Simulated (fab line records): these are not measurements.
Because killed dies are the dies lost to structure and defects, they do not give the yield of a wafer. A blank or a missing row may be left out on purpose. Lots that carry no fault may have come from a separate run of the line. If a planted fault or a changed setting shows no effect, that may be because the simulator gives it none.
Chamber matching :: flow n5-finfet :: 3 sister chambers for N5_BEOL_M1_PRE_CLEAN_60 on cvd-co-01
The step time 15 s. 3 wafers are shown with their chamber, then 12 later ones without.

EACH WAFER AND ITS CHAMBER
wafer: L085.4
chamber: 2
heater-power-w (W): 66

wafer: L087.4
chamber: 0
heater-power-w (W): 96

wafer: L087.5
chamber: 1
heater-power-w (W): 91

WAFERS WITH NO CHAMBER GIVEN
wafer: L089.1
heater-power-w (W): 65

wafer: L089.5
heater-power-w (W): 97

wafer: L089.6
heater-power-w (W): 65

wafer: L095.2
heater-power-w (W): 87

wafer: L095.4
heater-power-w (W): 97

wafer: L095.6
heater-power-w (W): 86

wafer: L096.1
heater-power-w (W): 85

wafer: L096.5
heater-power-w (W): 64

wafer: L096.6
heater-power-w (W): 83

wafer: L097.1
heater-power-w (W): 98

wafer: L097.3
heater-power-w (W): 65

wafer: L097.5
heater-power-w (W): 86

EACH ONE'S CHAMBER
wafer: L089.1
from the rows above: 2
in truth: 2

wafer: L089.5
from the rows above: can't be placed: 0 or 1
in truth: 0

wafer: L089.6
from the rows above: 2
in truth: 2

wafer: L095.2
from the rows above: can't be placed: 1 or 0
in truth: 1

wafer: L095.4
from the rows above: can't be placed: 0 or 1
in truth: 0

wafer: L095.6
from the rows above: can't be placed: 1 or 0
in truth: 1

wafer: L096.1
from the rows above: can't be placed: 1 or 0
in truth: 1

wafer: L096.5
from the rows above: 2
in truth: 2

wafer: L096.6
from the rows above: can't be placed: 1 or 0
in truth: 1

wafer: L097.1
from the rows above: can't be placed: 0 or 1
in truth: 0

wafer: L097.3
from the rows above: 2
in truth: 2

wafer: L097.5
from the rows above: can't be placed: 1 or 0
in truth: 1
Placed correctly: 4 of 12. Not placeable from these rows: 8 (in 8, the candidates include the true chamber). Placed wrongly: 0.
How it was worked out, from the rows above alone: a wafer's distance from a chamber is the root of the sum, over the readings, of the square of ((its reading less the chamber's mean) divided by the reading's scatter). If the next closest chamber is less than 2 further off than the closest, the wafer can't be placed; otherwise it belongs to the closest. Each chamber's mean is taken over the wafers shown for it. The scatter (one wafer shown for each chamber): square how far every hidden wafer sits from the nearest shown wafer, average those squares and take the square root.
